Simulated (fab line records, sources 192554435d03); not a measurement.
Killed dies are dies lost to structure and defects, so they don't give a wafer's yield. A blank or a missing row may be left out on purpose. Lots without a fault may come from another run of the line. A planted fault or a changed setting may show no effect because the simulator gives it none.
Which tool did it? | flow n5_finfet | 8 lots, 24 wafers sampled, at 5 steps of a route of 1938

WHAT THE GAUGES READ, wafer by wafer
N5_WELL_APT_INSPECT_38: inspects for defects (darkfield). Usual: raw_defect_count 15, standard deviation 5.7.
lot  | measured    | on                | raw_defect_count | flag
L155 | day 2 10:38 | defect_inspect-02 | 23 22 17         |
L161 | day 3 22:47 | defect_inspect-01 | 14 11 11         |
L162 | day 4 05:10 | defect_inspect-01 | 17 12 12         |
L163 | day 4 11:13 | defect_inspect-02 | 15 21 6          |
L166 | day 5 04:32 | defect_inspect-02 | 13 33 19         |
L169 | day 5 22:47 | defect_inspect-02 | 22 17 9          |
L171 | day 6 11:19 | defect_inspect-01 | 14 15 18         |
L175 | day 7 10:34 | defect_inspect-01 | 8 11 13          |

N5_BEOL_M4_RC_MEAS_101. Usual: DIBL_N 36.3 mV/V, standard deviation 1; DIBL_P 36.2 mV/V, standard deviation 1.4; IOFF_N 0.157 nA/um, standard deviation 0.021; IOFF_P 0.206 nA/um, standard deviation 0.025; ION_N 673 uA/um, standard deviation 9; ION_P 461 uA/um, standard deviation 6.4; SS_N 71.5 mV/dec, standard deviation 0.5; SS_P 73.2 mV/dec, standard deviation 0.47; VT_N 249.9 mV, standard deviation 2.4; VT_P -250.6 mV, standard deviation 2.9.
lot  | measured     | on        | DIBL_N (mV/V)  | DIBL_P (mV/V)  | IOFF_N (nA/um)    | IOFF_P (nA/um)    | ION_N (uA/um) | ION_P (uA/um) | SS_N (mV/dec)  | SS_P (mV/dec)  | VT_N (mV)         | VT_P (mV)            | flag
L155 | day 8 05:05  | prober-02 | 36.7 34.9 36.6 | 35.9 34.3 36.5 | 0.175 0.153 0.190 | 0.204 0.182 0.208 | 683 679 689   | 460 466 462   | 71.6 71.4 71.7 | 73.8 73.2 74.1 | 249.0 250.8 248.7 | -251.3 -252.4 -253.0 |
L161 | day 9 19:16  | prober-02 | 35.4 36.5 36.2 | 35.4 36.8 35.5 | 0.140 0.175 0.159 | 0.180 0.203 0.186 | 663 685 661   | 451 465 450   | 70.8 72.0 71.9 | 73.5 73.5 73.4 | 252.7 246.5 250.9 | -250.7 -250.9 -254.0 |
L162 | day 9 23:08  | prober-02 | 35.7 37.5 35.7 | 34.6 36.7 34.4 | 0.132 0.153 0.135 | 0.177 0.205 0.174 | 668 664 659   | 458 458 456   | 71.7 71.8 71.9 | 72.9 73.6 72.6 | 250.7 251.9 251.5 | -251.9 -251.3 -251.5 |
L163 | day 10 18:02 | prober-01 | 36.5 35.9 35.5 | 35.9 35.9 35.2 | 0.161 0.152 0.155 | 0.207 0.208 0.199 | 675 670 674   | 461 465 469   | 71.6 71.8 71.9 | 72.9 72.8 72.5 | 248.3 250.5 249.1 | -252.3 -248.5 -248.3 |
L166 | day 11 11:57 | prober-01 | 36.6 36.8 36.1 | 36.7 36.7 34.8 | 0.187 0.202 0.169 | 0.259 0.271 0.233 | 685 687 682   | 470 475 471   | 71.7 71.7 71.1 | 73.0 72.9 72.7 | 247.2 243.5 247.3 | -244.2 -244.8 -248.5 |
L169 | day 12 04:47 | prober-02 | 35.6 36.8 36.5 | 35.9 37.1 37.8 | 0.151 0.173 0.172 | 0.179 0.206 0.214 | 665 666 678   | 455 455 463   | 70.6 71.6 71.6 | 73.3 72.8 73.4 | 248.0 250.0 248.5 | -254.9 -251.5 -252.5 |
L171 | day 12 17:07 | prober-02 | 37.5 35.4 35.9 | 35.7 34.3 34.6 | 0.148 0.120 0.132 | 0.179 0.157 0.162 | 665 667 660   | 448 455 455   | 71.8 70.2 72.1 | 73.4 72.9 72.3 | 251.7 252.6 252.5 | -255.2 -255.0 -255.7 |
L175 | day 13 18:34 | prober-02 | 36.6 37.6 36.7 | 39.0 40.5 38.5 | 0.183 0.208 0.187 | 0.210 0.230 0.207 | 688 697 686   | 469 462 462   | 71.7 71.7 72.0 | 73.4 73.7 73.4 | 246.7 247.3 246.2 | -247.7 -248.8 -249.5 |

WHICH TOOL RAN EACH LOT (tool, then ch and the chambers of the sampled wafers, then the start)
lot  | N5_PMOS_HMC_CHANNEL_EPI_DESCUM_14 | N5_PMOS_HMC_CHANNEL_EPI_ETCH_32   | N5_PMOS_HMC_CHANNEL_EPI_ETCH_38
L155 | rie_diel-05 ch 1,2, day 2 11:19   | rie_diel-05 ch 1,2, day 2 11:21   | rie_si-05 ch 0,1, day 2 11:45
L161 | rie_diel-01 ch 0,2,3, day 3 23:11 | rie_diel-01 ch 0,2,3, day 3 23:13 | rie_si-05 ch 1,2,3, day 3 23:37
L162 | rie_diel-01 ch 2,3, day 4 05:35   | rie_diel-01 ch 2,3, day 4 05:37   | rie_si-01 ch 0,2,3, day 4 06:02
L163 | rie_diel-05 ch 0,2,3, day 4 11:38 | rie_diel-05 ch 0,2,3, day 4 11:40 | rie_si-01 ch 0,2,3, day 4 12:04
L166 | rie_diel-01 ch 0,1, day 5 05:04   | rie_diel-01 ch 0,1, day 5 05:06   | rie_si-05 ch 1,2,3, day 5 05:43
L169 | rie_diel-03 ch 0,2,3, day 5 23:14 | rie_diel-03 ch 0,2,3, day 5 23:17 | rie_si-05 ch 0,1, day 5 23:41
L171 | rie_diel-01 ch 0,1,3, day 6 11:51 | rie_diel-01 ch 0,1,3, day 6 11:53 | rie_si-01 ch 0,1,3, day 6 12:17
L175 | rie_diel-03 ch 1,2,3, day 7 11:07 | rie_diel-03 ch 1,2,3, day 7 11:10 | rie_si-05 ch 1,3, day 7 11:34
- N5_PMOS_HMC_CHANNEL_EPI_DESCUM_14: chemistry O2, time 7.9 s.
- N5_PMOS_HMC_CHANNEL_EPI_ETCH_32: etches BARC in N2/H2, stops on SiO2, target depth 85.8 nm, time 50.3 s.
- N5_PMOS_HMC_CHANNEL_EPI_ETCH_38: etches SiO2 in CF4, target depth 1.5 nm.

WHAT THE TOOLS THEMSELVES READ (means of the sampled wafers that have a number; where no wafer has one, the mark that the record gives instead)
N5_PMOS_HMC_CHANNEL_EPI_DESCUM_14. Usual: bias_power_w 20.01 W, standard deviation 0.062; chamber_pressure_mTorr 19.999 mTorr, standard deviation 0.02; drypump_motor_current_A 5.6 A, standard deviation 0.59; oes_product_au 0.76 a.u., standard deviation 0.079; rf_fwd_power_W 49.36 W, standard deviation 0.29; rf_vpp_V 243.4 V, standard deviation 1.6; showerhead_plenum_p_Torr 2.11 Torr, standard deviation 0.088; throttle_valve_pct 20.41 %, standard deviation 0.19.
lot  | tool        | bias_power_w (W) | chamber_pressure_mTorr (mTorr) | drypump_motor_current_A (A) | oes_product_au (a.u.) | rf_fwd_power_W (W) | rf_vpp_V (V) | showerhead_plenum_p_Torr (Torr) | throttle_valve_pct (%) | flag
L155 | rie_diel-05 | 20.02            | 19.973                         | 6.1                         | 0.72                  | 49.52              | 242.7        | 2.05                            | 20.62                  |
L161 | rie_diel-01 | 20.02            | 20.014                         | 5.7                         | 0.72                  | 49.37              | 243.1        | 2.16                            | 20.51                  |
L162 | rie_diel-01 | 20.03            | 19.993                         | 5.4                         | 0.72                  | 49.30              | 244.9        | 2.16                            | 20.40                  |
L163 | rie_diel-05 | 20.01            | 19.982                         | 5.9                         | 0.84                  | 49.11              | 242.0        | 2.03                            | 20.35                  |
L166 | rie_diel-01 | 19.98            | 19.995                         | 5.9                         | 0.89                  | 49.60              | 245.1        | 2.21                            | 20.32                  |
L169 | rie_diel-03 | 19.98            | 19.988                         | 5.3                         | 0.76                  | 49.15              | 243.3        | 2.10                            | 20.30                  |
L171 | rie_diel-01 | 20.01            | 19.989                         | 5.6                         | 0.78                  | 49.50              | 244.3        | 2.18                            | 20.38                  |
L175 | rie_diel-03 | 20.02            | 20.018                         | 5.3                         | 0.76                  | 49.23              | 243.7        | 2.10                            | 20.27                  |

N5_PMOS_HMC_CHANNEL_EPI_ETCH_32. Usual: bias_w 150.0 W, standard deviation 0.43; chamber_pressure_mTorr 30.002 mTorr, standard deviation 0.026; drypump_motor_current_A 5.7 A, standard deviation 0.59; n2_flow_sccm 200.0 sccm, standard deviation 0.58; oes_product_au 0.65 a.u., standard deviation 0.063; rf_fwd_power_W 831 W, standard deviation 4.6; rf_vpp_V 524.5 V, standard deviation 3; showerhead_plenum_p_Torr 2.57 Torr, standard deviation 0.1; throttle_valve_pct 17.90 %, standard deviation 0.25.
lot  | tool        | bias_w (W) | chamber_pressure_mTorr (mTorr) | drypump_motor_current_A (A) | n2_flow_sccm (sccm) | oes_product_au (a.u.) | rf_fwd_power_W (W) | rf_vpp_V (V) | showerhead_plenum_p_Torr (Torr) | throttle_valve_pct (%) | flag
L155 | rie_diel-05 | 150.0      | 30.020                         | 6.1                         | 199.7               | 0.62                  | 835                | 522.7        | 2.50                            | 18.16                  |
L161 | rie_diel-01 | 150.0      | 30.028                         | 5.7                         | 200.2               | 0.62                  | 831                | 526.4        | 2.64                            | 18.04                  |
L162 | rie_diel-01 | 149.7      | 29.976                         | 5.4                         | 200.0               | 0.62                  | 831                | 527.1        | 2.64                            | 17.98                  |
L163 | rie_diel-05 | 150.0      | 30.010                         | 5.9                         | 200.1               | 0.71                  | 829                | 521.2        | 2.46                            | 17.75                  |
L166 | rie_diel-01 | 149.6      | 29.985                         | 5.9                         | 200.3               | 0.76                  | 835                | 527.3        | 2.68                            | 17.71                  |
L169 | rie_diel-03 | 149.8      | 29.986                         | 5.2                         | 199.5               | 0.65                  | 831                | 523.4        | 2.54                            | 17.74                  |
L171 | rie_diel-01 | 149.8      | 29.960                         | 5.6                         | 200.3               | 0.67                  | 832                | 526.4        | 2.65                            | 17.82                  |
L175 | rie_diel-03 | 149.9      | 29.998                         | 5.3                         | 200.0               | 0.65                  | 827                | 523.2        | 2.55                            | 17.72                  |

N5_PMOS_HMC_CHANNEL_EPI_ETCH_38. Usual: bias_w 399.9 W, standard deviation 1.4; cf4_flow_sccm 79.99 sccm, standard deviation 0.24; chamber_pressure_mTorr 9.999 mTorr, standard deviation 0.0095; drypump_motor_current_A 5.8 A, standard deviation 0.54; oes_product_au 1.003 a.u., standard deviation 0.012; rf_fwd_power_W 785 W, standard deviation 4.5; throttle_valve_pct 21.85 %, standard deviation 0.22.
lot  | tool      | bias_w (W) | cf4_flow_sccm (sccm) | chamber_pressure_mTorr (mTorr) | drypump_motor_current_A (A) | oes_product_au (a.u.) | rf_fwd_power_W (W) | throttle_valve_pct (%) | flag
L155 | rie_si-05 | 398.8      | 79.88                | 10.000                         | 5.6                         | 1.013                 | 786                | 21.75                  |
L161 | rie_si-05 | -          | -                    | -                              | -                           | -                     | -                  | -                      | OFF
L162 | rie_si-01 | -          | -                    | -                              | -                           | -                     | -                  | -                      | OFF
L163 | rie_si-01 | -          | -                    | -                              | -                           | -                     | -                  | -                      | OFF
L166 | rie_si-05 | 401.0      | 80.04                | 9.998                          | 5.7                         | 1.009                 | 780                | 21.84                  |
L169 | rie_si-05 | 400.3      | 80.21                | 9.999                          | 5.6                         | 1.001                 | 786                | 21.75                  |
L171 | rie_si-01 | 399.4      | 80.07                | 10.008                         | 6.2                         | 0.997                 | 785                | 21.91                  |
L175 | rie_si-05 | 399.6      | 79.79                | 10.006                         | 6.2                         | 1.020                 | 780                | 21.73                  |

THE ANSWER, worked out from the rows above alone
Rule: a lot is off if the mean of its wafers that have a number lies more than 3 standard deviations from the usual mean. A lot without any number at a reading at which 4 lots or more have one is off too. The other lots that the step has rows for count as sound. The gauges are gone through in route order, then the tools' own readings, and for those a lot's mean is taken as printed above. The first step at which some lot is off is used, and at that step the reading that is off furthest; a lot without a number counts as furthest.
Off: L161, L162, L163, at N5_PMOS_HMC_CHANNEL_EPI_ETCH_38 (bias_w). Without a number there: L161, L162, L163.
A tool fits if, at that step or a process step before it, it ran every lot that is off, and no sound lot after the first of them. None of those tried fits.

WHAT THE SIMULATOR HAD PUT IN
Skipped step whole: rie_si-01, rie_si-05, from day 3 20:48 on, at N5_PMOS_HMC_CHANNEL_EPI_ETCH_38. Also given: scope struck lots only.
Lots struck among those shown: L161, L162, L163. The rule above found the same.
